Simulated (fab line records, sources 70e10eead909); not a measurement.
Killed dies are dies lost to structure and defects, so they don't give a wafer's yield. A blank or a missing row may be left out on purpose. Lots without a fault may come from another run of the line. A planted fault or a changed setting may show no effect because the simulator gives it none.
Which tool did it? | flow nand_harc | 13 lots, 39 wafers sampled, at 4 steps of a route of 1302

WHAT THE GAUGES READ, wafer by wafer
NHARC_P_GATE_CD_MEAS_59: target cd 720 nm.
lot  | measured     | on        | cd_nm (nm)
L706 | day 6 07:33  | cd_sem-03 | 718.9 718.4 718.9
L707 | day 6 06:22  | cd_sem-03 | 720.7 720.3 718.6
L709 | day 6 22:53  | cd_sem-02 | 721.5 721.0 720.1
L708 | day 6 23:10  | cd_sem-01 | 718.2 718.5 719.2
L713 | day 8 11:08  | cd_sem-01 | 791.0 790.8 791.7
L720 | day 11 16:04 | cd_sem-02 | 717.7 720.7 721.2
L722 | day 12 14:17 | cd_sem-02 | 720.2 720.6 721.5
L723 | day 12 22:29 | cd_sem-02 | 717.2 718.2 717.3
L724 | day 13 04:45 | cd_sem-02 | 719.5 718.3 718.2
L725 | day 13 12:56 | cd_sem-01 | 719.0 719.2 721.4
L726 | day 13 18:56 | cd_sem-03 | 718.8 720.8 719.8
L728 | day 14 20:06 | cd_sem-02 | 719.3 719.4 718.3
L729 | day 15 11:11 | cd_sem-01 | 720.0 719.4 719.5

WHICH TOOL RAN EACH LOT (tool, then ch and the chambers of the sampled wafers, then the start)
lot  | NHARC_P_GATE_DEP_103            | NHARC_P_GATE_ETCHBACK_37                      | NHARC_P_GATE_EXPOSE_56
L706 | pecvd-01 ch 0,1, day 5 15:19    | rie_diel-09 ch 0,2,3, day 6 07:23 or earlier  | krf_scanner-01 ch 0, day 6 07:23
L707 | pecvd-02 ch 1,2, day 5 16:01    | rie_diel-11 ch 0,2,3, day 6 06:13 or earlier  | krf_scanner-03 ch 0, day 6 06:13
L709 | pecvd-02 ch 0,1,2, day 6 08:28  | rie_diel-09 ch 1,2,3, day 6 22:44 or earlier  | krf_scanner-04 ch 0, day 6 22:44
L708 | pecvd-01 ch 0,1,2, day 6 08:46  | rie_diel-08 ch 0,1,3, day 6 23:01 or earlier  | krf_scanner-03 ch 0, day 6 23:01
L713 | pecvd-03 ch 1,2, day 7 20:57    | rie_diel-11 ch 0,1,2, day 8 10:58 or earlier  | krf_scanner-03 ch 0, day 8 10:58
L720 | pecvd-03 ch 0,1,2, day 11 00:47 | rie_diel-11 ch 0,2,3, day 11 15:55 or earlier | krf_scanner-01 ch 0, day 11 15:55
L722 | pecvd-03 ch 0,2, day 11 23:51   | rie_diel-09 ch 0,1,2, day 12 14:07 or earlier | krf_scanner-03 ch 0, day 12 14:07
L723 | pecvd-01 ch 1,2, day 12 08:23   | rie_diel-11 ch 0,2,3, day 12 22:20 or earlier | krf_scanner-01 ch 0, day 12 22:20
L724 | pecvd-02 ch 1,2, day 12 14:26   | rie_diel-09 ch 1,2,3, day 13 04:35 or earlier | krf_scanner-04 ch 0, day 13 04:35
L725 | pecvd-03 ch 1,2, day 12 22:38   | rie_diel-09 ch 0,1,3, day 13 12:46 or earlier | krf_scanner-01 ch 0, day 13 12:46
L726 | pecvd-01 ch 0,1,2, day 13 04:49 | rie_diel-11 ch 0,1,3, day 13 18:47 or earlier | krf_scanner-01 ch 0, day 13 18:47
L728 | pecvd-03 ch 0,1,2, day 14 05:38 | rie_diel-11 ch 0,2, day 14 19:57 or earlier   | krf_scanner-03 ch 0, day 14 19:57
L729 | pecvd-01 ch 0,1,2, day 14 20:42 | rie_diel-08 ch 0,1,3, day 15 11:02 or earlier | krf_scanner-01 ch 0, day 15 11:02
- NHARC_P_GATE_DEP_103: deposits SiON, target thk 30 nm.
- NHARC_P_GATE_ETCHBACK_37: etches the open film in CHF3/O2, target depth 34.5 nm, time 17.2 s.
- NHARC_P_GATE_EXPOSE_56: exposes mask P PSD, target cd 720 nm.

WHAT THE TOOLS THEMSELVES READ (means of the sampled wafers that have a number; where no wafer has one, the mark that the record gives instead)
NHARC_P_GATE_DEP_103.
lot  | tool     | heater_power_w (W)
L706 | pecvd-01 | 709
L707 | pecvd-02 | 712
L709 | pecvd-02 | 716
L708 | pecvd-01 | 653
L713 | pecvd-03 | 808
L720 | pecvd-03 | 756
L722 | pecvd-03 | 672
L723 | pecvd-01 | 676
L724 | pecvd-02 | 704
L725 | pecvd-03 | 732
L726 | pecvd-01 | 677
L728 | pecvd-03 | 698
L729 | pecvd-01 | 680

NHARC_P_GATE_ETCHBACK_37.
lot  | tool        | drypump_motor_current_A (A) | oes_product_au (a.u.) | rf_vpp_V (V) | showerhead_plenum_p_Torr (Torr) | throttle_valve_pct (%)
L706 | rie_diel-09 | 5.4                         | 0.97                  | 373.5        | 2.50                            | 20.581
L707 | rie_diel-11 | 5.8                         | 0.94                  | 371.1        | 2.42                            | 20.583
L709 | rie_diel-09 | 5.3                         | 0.92                  | 374.2        | 2.54                            | 20.563
L708 | rie_diel-08 | 5.5                         | 0.93                  | 371.1        | 2.42                            | 20.575
L713 | rie_diel-11 | 5.9                         | 0.94                  | 370.1        | 2.39                            | 20.580
L720 | rie_diel-11 | 5.8                         | 1.00                  | 370.6        | 2.42                            | 20.577
L722 | rie_diel-09 | 5.2                         | 0.92                  | 372.0        | 2.52                            | 20.567
L723 | rie_diel-11 | 5.8                         | 0.93                  | 370.9        | 2.42                            | 20.568
L724 | rie_diel-09 | 5.3                         | 0.92                  | 373.6        | 2.53                            | 20.576
L725 | rie_diel-09 | 5.5                         | 0.93                  | 372.7        | 2.51                            | 20.580
L726 | rie_diel-11 | 6.1                         | 1.00                  | 372.1        | 2.43                            | 20.579
L728 | rie_diel-11 | 5.6                         | 1.00                  | 369.6        | 2.38                            | 20.577
L729 | rie_diel-08 | 5.5                         | 0.94                  | 370.9        | 2.41                            | 20.578

THE ANSWER, worked out from the rows above alone
Rule: what is usual is taken from the lots themselves. Put in order of their means at a reading, lots are off if they are a third of the lots or fewer, leave a main group of 4 or more, and stand apart from it by a gap of 3 or more times the standard deviation of the main group's means; of several such gaps the widest counts. A main group whose means are all the same, to the digits that the tables above print for the reading, isn't used. A lot without any number at a reading at which 4 lots or more have one is off too. The other lots that the step has rows for count as sound. The gauges are gone through in route order, then the tools' own readings, and for those a lot's mean is taken as printed above. The first step at which some lot is off is used, and at that step the reading that is off furthest; a lot without a number counts as furthest.
Off: L713, at NHARC_P_GATE_CD_MEAS_59 (cd_nm). The main group: mean 719.4 nm, standard deviation 0.91.
A tool fits if, at a process step before that reading, it ran every lot that is off, and no sound lot after the first of them. The gauges at NHARC_P_GATE_CD_MEAS_59 are tried like those tools. NHARC_P_GATE_ETCHBACK_37 gives no start for some lots, so the hours and the order of its lots are those of NHARC_P_GATE_EXPOSE_56. None of those tried fits.

WHAT THE SIMULATOR HAD PUT IN
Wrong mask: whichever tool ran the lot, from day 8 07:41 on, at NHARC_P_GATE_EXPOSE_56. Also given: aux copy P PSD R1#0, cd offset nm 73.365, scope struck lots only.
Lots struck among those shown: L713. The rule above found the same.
